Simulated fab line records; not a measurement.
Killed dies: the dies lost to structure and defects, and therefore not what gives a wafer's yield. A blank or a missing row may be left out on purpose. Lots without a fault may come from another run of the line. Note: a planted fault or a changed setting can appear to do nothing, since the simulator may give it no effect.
fab line records | flow n5-finfet
[record] lots = 7 | wafers = 21 | last-day = 17
route steps=1938 shown BEOL_M9@1401
lots untouched by any fault: they come from a run of this same line in which no faults occurred
start-h: the number of hours between the record's first day and the start of the first shown wafer of the lot | wait-h: hours from the lot's prior step to this one | " as in the row above | L1.1+2: a row that stands for several wafers | - either no value or no given start | * or withheld: withheld | < > ~ a bound
route shown NAME@n: a module of which the file shows steps, and the number in the route of the first | usual: mean/standard deviation of fault-free wafers | same: alike in all rows | chamber/n: place in a boat | sites: readings site by site | _std_site: their standard deviation | _edge_site: inner sites' mean taken away from outer sites' mean | radius-mm: for every site, how far away it sits from the centre of the wafer | mask NAME#n: copy n | behind: the tool/chamber that last shaped the wafer | hold: the reason the lot was held/the length of the hold in hours/how it ended | device: names the non-switching transistor (n, p or np) | end of line: at the end of the route, the tests of the same wafers | for a step that has no rows: nothing shown but its recipe | killed: at the first sort, the dies lost to defects and structure; wafer yield is something else | map: a wafer's dies, marking killed ones x, the rest . and places with no die _
set.NAME: the setting that was run; set.NAME@STEP: the one run at that earlier step | model.NAME: the simulator's own value behind a step, which no gauge read
lots seen at some steps along the route; tables by step, rows by wafer
services: when a tool's chamber went out of use (start-h, in hours from the record's first day, below 0 if earlier), for how many hours, and the reason
[[steps]]
[step N5_BEOL_M9_ILD_DEP_00]
[recipe] material = SiCOH_lowk | target-thk-a = 3085.1 | temp-c = 300 | precursor = DEMS/porogen | pressure-torr = 5 | rf-w = 500 | time-s = 58
[usual] heater-power-w = 345/60 | showerhead-plenum-p-Torr = 5.751/0.021 | throttle-valve-pct = 13.9/0.86
lot.wafer | tool     | chamber | start-h | wait-h | heater-power-w | showerhead-plenum-p-Torr | since-wet-clean-h | throttle-valve-pct
L252.1    | pecvd-01 | 2       | 199.25  | 0.0    | 476            | 5.744                    | 512               | 14.8
L252.2    | "        | 0       | "       | "      | 299            | 5.763                    | 1266              | 14.0
L252.3    | "        | 1       | "       | "      | 358            | 5.773                    | 1991              | 13.9
L258.2    | pecvd-01 | 2       | 250.81  | 0.0    | 445            | 5.733                    | 563               | 14.9
L258.5    | "        | 1       | "       | "      | 382            | 5.768                    | -                 | 13.4
L258.6    | "        | 0       | "       | "      | 311            | 5.785                    | -                 | 13.5
L261.1    | pecvd-01 | 1       | 270.85  | 0.0    | 416            | 5.768                    | 2062              | 13.5
L261.3    | "        | 2       | "       | "      | 437            | 5.761                    | 583               | 15.0
L261.6    | "        | 0       | "       | "      | 282            | 5.774                    | -                 | 13.9
L262.1    | pecvd-02 | 1       | 276.35  | 0.0    | 316            | 5.707                    | 1524              | 14.9
L262.3    | "        | 2       | "       | "      | 394            | 5.745                    | 45                | 12.2
L262.6    | "        | 0       | "       | "      | 358            | 5.762                    | -                 | 13.7
L263.1    | pecvd-02 | 2       | 285.09  | 0.0    | 345            | 5.742                    | 54                | 12.1
L263.3    | "        | 1       | "       | "      | 344            | 5.715                    | 1533              | 14.9
L263.5    | "        | 2       | "       | "      | 359            | 5.719                    | -                 | 12.0
L271.2    | pecvd-01 | 1       | 324.96  | 0.0    | 421            | 5.781                    | 2116              | 13.7
L271.4    | "        | 2       | "       | "      | 454            | 5.754                    | -                 | 15.0
L271.6    | "        | 1       | "       | "      | 334            | 5.765                    | -                 | 13.5
L270.2    | pecvd-02 | 1       | 330.94  | 0.0    | 358            | 5.715                    | 1579              | 15.0
L270.4    | "        | 0       | "       | "      | 345            | 5.758                    | -                 | 13.7
L270.5    | "        | 2       | "       | "      | 376            | 5.754                    | -                 | 12.2
[step N5_BEOL_M9_CURE_71]
[recipe] temp-c = 385 | time-s = 240 | ambient = He/Ar | material = SiCOH_lowk
[usual] lamp-power-pct = 52.31/0.054 | wafer_temp_C_max = 386.7/0.56
lot.wafer | tool       | chamber | start-h | wait-h | lamp-power-pct | wafer_temp_C_max
L252.1    | uv-cure-01 | 0       | 199.33  | 0.0    | 52.34          | 386.1
L252.2    | "          | 0       | "       | "      | 52.25          | 386.0
L252.3    | "          | 0       | "       | "      | 52.36          | 386.2
L258.2    | uv-cure-01 | 1       | 250.97  | 0.1    | 52.33          | 387.4
L258.5    | "          | 1       | "       | "      | 52.14          | 386.8
L258.6    | "          | 1       | "       | "      | 52.31          | 387.7
L261.1    | uv-cure-01 | 1       | 270.93  | 0.0    | 52.35          | 387.5
L261.3    | "          | 1       | "       | "      | 52.27          | 387.3
L261.6    | "          | 1       | "       | "      | 52.26          | 388.1
L262.1    | uv-cure-02 | 1       | 276.43  | 0.0    | 52.30          | 386.1
L262.3    | "          | 1       | "       | "      | 52.39          | 386.3
L262.6    | "          | 1       | "       | "      | 52.29          | 386.4
L263.1    | uv-cure-01 | 2       | 285.17  | 0.0    | 52.36          | 386.4
L263.3    | "          | 2       | "       | "      | 52.25          | 386.7
L263.5    | "          | 2       | "       | "      | 52.35          | 386.3
L271.2    | uv-cure-01 | 2       | 325.12  | 0.1    | 52.27          | 386.0
L271.4    | "          | 2       | "       | "      | 52.33          | 386.4
L271.6    | "          | 2       | "       | "      | 52.38          | 385.9
L270.2    | uv-cure-01 | 1       | 331.09  | 0.1    | 52.44          | 387.2
L270.4    | "          | 1       | "       | "      | 52.38          | 387.8
L270.5    | "          | 1       | "       | "      | 52.37          | 388.0
[step N5_BEOL_M9_THK_MEAS_01]
[recipe] reads = SiCOH_lowk_of_BEOL_M9_ILD_DEP_00
[usual] M9_ILD_THK = 270/3.6
lot.wafer | tool          | chamber | start-h | wait-h | M9_ILD_THK[nm]
L252.1    | film-metro-02 | -       | 199.84  | 0.4    | 267
L252.2    | "             | -       | "       | "      | 271
L252.3    | "             | -       | "       | "      | 269
L258.2    | film-metro-02 | -       | 251.40  | 0.4    | 266
L258.5    | "             | -       | "       | "      | 270
L258.6    | "             | -       | "       | "      | 272
L261.1    | film-metro-01 | -       | 271.44  | 0.4    | 266
L261.3    | "             | -       | "       | "      | 267
L261.6    | "             | -       | "       | "      | 269
L262.1    | film-metro-02 | -       | 277.42  | 0.8    | 269
L262.3    | "             | -       | "       | "      | 270
L262.6    | "             | -       | "       | "      | 271
L263.1    | film-metro-02 | -       | 285.68  | 0.4    | 266
L263.3    | "             | -       | "       | "      | 265
L263.5    | "             | -       | "       | "      | 272
L271.2    | film-metro-01 | -       | 325.55  | 0.4    | 266
L271.4    | "             | -       | "       | "      | 273
L271.6    | "             | -       | "       | "      | 271
L270.2    | film-metro-02 | -       | 331.53  | 0.4    | 268
L270.4    | "             | -       | "       | "      | 269
L270.5    | "             | -       | "       | "      | 271
[step N5_BEOL_M9_PECVD_70]
[recipe] material = SiO2 | target-thk-a = 200 | temp-c = 400 | precursor = TEOS/O2 | pressure-torr = 5.5 | rf-w = 450 | teos-flow-sccm = 53.8 | gas = O2 | flow-sccm = 3000 | time-s = 22.7
[usual] heater-power-w = 782/120 | showerhead-plenum-p-Torr = 8.83/0.085 | throttle-valve-pct = 22.5/1.4
lot.wafer | tool     | chamber | start-h | wait-h | heater-power-w | showerhead-plenum-p-Torr | since-wet-clean-h | throttle-valve-pct
L252.1    | pecvd-02 | 2       | 199.88  | 0.0    | 824            | 8.82                     | 2173              | 20.9
L252.2    | "        | 0       | "       | "      | 757            | 8.87                     | 723               | 21.9
L252.3    | "        | 1       | "       | "      | 706            | 8.64                     | 1448              | 24.3
L258.2    | pecvd-01 | 2       | 251.44  | 0.0    | 962            | 8.80                     | 564               | 24.1
L258.5    | "        | 2       | "       | "      | 978            | 8.80                     | -                 | 24.3
L258.6    | "        | 0       | "       | "      | 584            | 8.92                     | -                 | 22.2
L261.1    | pecvd-01 | 2       | 271.48  | 0.0    | 996            | 8.80                     | 584               | 24.1
L261.3    | "        | 1       | "       | "      | 830            | 8.91                     | 2063              | 22.2
L261.6    | "        | 1       | "       | "      | 849            | 8.91                     | -                 | 21.9
L262.1    | pecvd-01 | 1       | 277.46  | 0.0    | 805            | 8.91                     | 2069              | 22.2
L262.3    | "        | 2       | "       | "      | 977            | 8.78                     | -                 | 24.1
L262.6    | "        | 2       | "       | "      | 988            | 8.80                     | -                 | 24.0
L263.1    | pecvd-04 | 2       | 285.72  | 0.0    | 710            | 8.86                     | 236               | 22.0
L263.3    | "        | 0       | "       | "      | 659            | 8.80                     | 1                 | 20.0
L263.5    | "        | 2       | "       | "      | 721            | 8.85                     | -                 | 22.0
L271.2    | pecvd-01 | 1       | 325.59  | 0.0    | 860            | 8.91                     | 2117              | 21.9
L271.4    | "        | 2       | "       | "      | 984            | 8.83                     | -                 | 24.3
L271.6    | "        | 0       | "       | "      | 652            | 8.93                     | -                 | 22.8
L270.2    | pecvd-02 | 0       | 331.56  | 0.0    | 833            | 8.89                     | 854               | 22.2
L270.4    | "        | 2       | "       | "      | 867            | 8.81                     | -                 | 19.7
L270.5    | "        | 0       | "       | "      | 805            | 8.88                     | -                 | 22.1
[step N5_BEOL_M9_HM_DEP_02]
[recipe] material = TiN | target-thk-a = 200 | temp-c = 25 | chamber-pressure-pa = 0.49996
[usual] chamber-pressure-pa = 0.4998/0.00095 | substrate-temp-c = 24.99/0.1 | throttle-valve-pct = 29.4/0.83
lot.wafer | tool           | chamber | start-h | wait-h | chamber-pressure-pa | substrate-temp-c | throttle-valve-pct
L252.1    | pvd-sputter-01 | -       | 200.72  | 0.8    | 0.4995              | 25.11            | 29.9
L252.2    | "              | -       | "       | "      | 0.4999              | 25.13            | 30.9
L252.3    | "              | -       | "       | "      | 0.4986              | 25.03            | 31.7
L258.2    | pvd-sputter-03 | -       | 252.39  | 0.9    | 0.4989              | 24.95            | 29.3
L258.5    | "              | -       | "       | "      | 0.4993              | 24.96            | 29.2
L258.6    | "              | -       | "       | "      | 0.4988              | 24.80            | 29.5
L261.1    | pvd-sputter-03 | -       | 271.96  | 0.5    | 0.5013              | 24.92            | 29.3
L261.3    | "              | -       | "       | "      | 0.4999              | 24.97            | 29.4
L261.6    | "              | -       | "       | "      | 0.4993              | 25.09            | 29.5
L262.1    | pvd-sputter-03 | -       | 277.94  | 0.5    | 0.4994              | 25.08            | 29.2
L262.3    | "              | -       | "       | "      | 0.4995              | 25.02            | 28.7
L262.6    | "              | -       | "       | "      | 0.4998              | 25.01            | 29.5
L263.1    | pvd-sputter-03 | -       | 286.29  | 0.6    | 0.5003              | 24.94            | 29.5
L263.3    | "              | -       | "       | "      | 0.4984              | 24.97            | 28.8
L263.5    | "              | -       | "       | "      | 0.5003              | 25.03            | 29.3
L271.2    | pvd-sputter-01 | -       | 325.90  | 0.3    | 0.4992              | 25.19            | 29.9
L271.4    | "              | -       | "       | "      | 0.4992              | 25.08            | 28.1
L271.6    | "              | -       | "       | "      | 0.4994              | 25.13            | 31.2
L270.2    | pvd-sputter-03 | -       | 332.91  | 1.3    | 0.4983              | 24.91            | 29.4
L270.4    | "              | -       | "       | "      | 0.4988              | 24.92            | 28.7
L270.5    | "              | -       | "       | "      | 0.5019              | 24.95            | 29.5
[step N5_BEOL_M9_COAT_59]
[recipe] resist = SOC | temp-c = 250 | time-s = 60 | spin-rpm = 1500 | resist-thk-nm = 100
[step N5_BEOL_M9_COAT_60]
[recipe] resist = SiARC | temp-c = 220 | time-s = 60 | spin-rpm = 1500 | resist-thk-nm = 30
[step N5_BEOL_M9_COAT_05]
[recipe] resist = CAR-ArF | spin-rpm = 1500 | resist-thk-nm = 90
[step N5_BEOL_M9_EBR_07]
[recipe] solvent = PGMEA | ebr-width-mm = 1.5
[step N5_BEOL_M9_SOFTBAKE_06]
[recipe] temp-c = 110 | time-s = 60 | resist = CAR-ArF
[step N5_BEOL_M9_EXPOSE_08]
[recipe] mask-id = M9 | na = 1.35 | source-shape = dipole | sigma-inner = 0.411 | sigma-outer = 0.611 | polarization = te | dose-mj = 53.75
[step N5_BEOL_M9_PEB_09]
[recipe] peb-temp-c = withheld | peb-time-s = 60 | resist = CAR-ArF
[step N5_BEOL_M9_DEVELOP_10]
[recipe] develop-time-s = 30 | developer = TMAH | resist = CAR-ArF | rinse-liquid = diw | dry = air-spin | dev-temp-c = 23
[usual] chill-plate-temp-C = 23.04/0.1 | develop-time-s = 30/0
lot.wafer | tool           | chamber | start-h | wait-h | chill-plate-temp-C | develop-time-s | model.CAR-ArF_of_BEOL_M9_COAT_05.thk-nm
L252.1    | litho-track-02 | 0       | 201.15  | -      | 23.00              | 30             | 88.4
L252.2    | "              | 0       | "       | "      | 23.20              | 30             | 88.2
L252.3    | "              | 0       | "       | "      | 23.01              | 30             | 88
L258.2    | litho-track-03 | 0       | 252.83  | -      | 23.09              | 30             | 88.2
L258.5    | "              | 0       | "       | "      | 23.05              | 30             | 88
L258.6    | "              | 0       | "       | "      | 23.22              | 30             | 88.4
L261.1    | litho-track-05 | -       | 272.39  | -      | -                  | -              | 89.8
L261.3    | "              | -       | "       | "      | -                  | -              | 89.6
L261.6    | "              | -       | "       | "      | -                  | -              | 89.8
L262.1    | litho-track-05 | -       | 278.25  | -      | -                  | -              | 89.8
L262.3    | "              | -       | "       | "      | -                  | -              | 89.8
L262.6    | "              | -       | "       | "      | -                  | -              | 90.2
L263.1    | litho-track-03 | -       | 286.73  | -      | -                  | -              | 90
L263.3    | "              | -       | "       | "      | -                  | -              | 89.8
L263.5    | "              | -       | "       | "      | -                  | -              | 89.8
L271.2    | litho-track-02 | 0       | 326.34  | -      | 23.11              | 30             | 88.6
L271.4    | "              | 0       | "       | "      | 23.13              | 30             | 88.2
L271.6    | "              | 0       | "       | "      | 22.93              | 30             | 88.2
L270.2    | litho-track-05 | 0       | 333.22  | -      | 22.97              | 30             | 88
L270.4    | "              | 0       | "       | "      | 23.02              | 30             | 88.4
L270.5    | "              | 0       | "       | "      | 22.97              | 30             | 88.2
[step N5_BEOL_M9_CD_MEAS_11]
[recipe] target-cd-nm = 64.1 | landing-energy-ev = 500 | detector = se-inlens | polarity = opening
[usual] cd-nm = 64.0/0.54
lot.wafer | tool      | chamber | start-h | wait-h | cd-nm
L252.1    | cd-sem-01 | 0       | 201.21  | -      | 64.1
L252.2    | "         | 0       | "       | "      | 64.1
L252.3    | "         | 0       | "       | "      | 64.0
L258.2    | cd-sem-02 | 0       | 252.89  | -      | 63.7
L258.5    | "         | 0       | "       | "      | 64.8
L258.6    | "         | 0       | "       | "      | 63.6
L261.1    | cd-sem-03 | 0       | 272.45  | -      | -
L261.3    | "         | 0       | "       | "      | -
L261.6    | "         | 0       | "       | "      | -
L262.1    | cd-sem-01 | 0       | 278.31  | -      | -
L262.3    | "         | 0       | "       | "      | -
L262.6    | "         | 0       | "       | "      | -
L263.1    | cd-sem-02 | 0       | 286.79  | -      | -
L263.3    | "         | 0       | "       | "      | -
L263.5    | "         | 0       | "       | "      | -
L271.2    | cd-sem-02 | 0       | 326.40  | -      | 63.8
L271.4    | "         | 0       | "       | "      | 63.9
L271.6    | "         | 0       | "       | "      | 64.1
L270.2    | cd-sem-01 | 0       | 333.28  | -      | 63.5
L270.4    | "         | 0       | "       | "      | 63.8
L270.5    | "         | 0       | "       | "      | 63.8
[[services]]
tool           | chamber | start-h | hours | kind
uv-cure-01     | -       | 175.53  | 1.0   | pm
pecvd-01       | -       | 184.12  | 2.8   | pm
pvd-sputter-01 | -       | 196.31  | 1.0   | repair
pecvd-02       | 2       | 202.38  | -     | clean
pecvd-02       | 2       | 202.38  | -     | consumable-replace:showerhead
pecvd-02       | 2       | 202.38  | 29.0  | scheduled-down
pecvd-02       | 2       | 202.38  | 29.0  | vent-cycle
litho-track-03 | -       | 208.14  | -     | consumable-replace:filter
pecvd-04       | 0       | 217.28  | 2.1   | scheduled-down
pecvd-04       | 2       | 225.36  | 2.1   | scheduled-down
pecvd-04       | 0       | 238.16  | 8.0   | repair
pecvd-04       | 0       | 255.57  | -     | clean
pecvd-04       | 0       | 255.57  | 29.5  | scheduled-down
pecvd-04       | 0       | 255.57  | 29.5  | vent-cycle
uv-cure-02     | -       | 261.14  | 1.0   | pm
pecvd-01       | 1       | 282.80  | 15.4  | repair
pecvd-01       | 2       | 293.00  | 3.6   | repair
pvd-sputter-01 | -       | 302.73  | 1.0   | repair
litho-track-05 | -       | 306.12  | -     | consumable-replace:filter
[[key]]
[first-sign] step = N5_BEOL_M9_DEVELOP_10 | reading = tool-record | direction = missing
effect none on later readings
[model-effect] step = N5_BEOL_M9_DEVELOP_10 | value = CAR-ArF_of_BEOL_M9_COAT_05.thk-nm | without = 88.11 | struck = 89.84
met-at N5_BEOL_M9_DEVELOP_10
struck-wafers L261.1,L261.3,L261.6,L262.1,L262.3,L262.6,L263.1,L263.3,L263.5
later-rows-left-out L261.1,L261.3,L261.6,L262.1,L262.3,L262.6,L263.1,L263.3,L263.5
sort-left-out L261.1,L261.3,L261.6,L262.1,L262.3,L262.6,L263.1,L263.3,L263.5
onset-between 252.83 272.39
[fault] kind = skipped-step-whole | tool = litho-track-03,litho-track-05 | chamber = - | onset-h = 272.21 | steps = N5_BEOL_M9_DEVELOP_10 | scope = struck-lots-only
// sort-left-out: the simulated sort isn't trusted on such a fault, so these wafers' sort isn't shown, and their yield isn't known
// later-rows-left-out: the simulator's readings of these wafers behind a module that went badly wrong aren't trusted and aren't shown, but for the sort
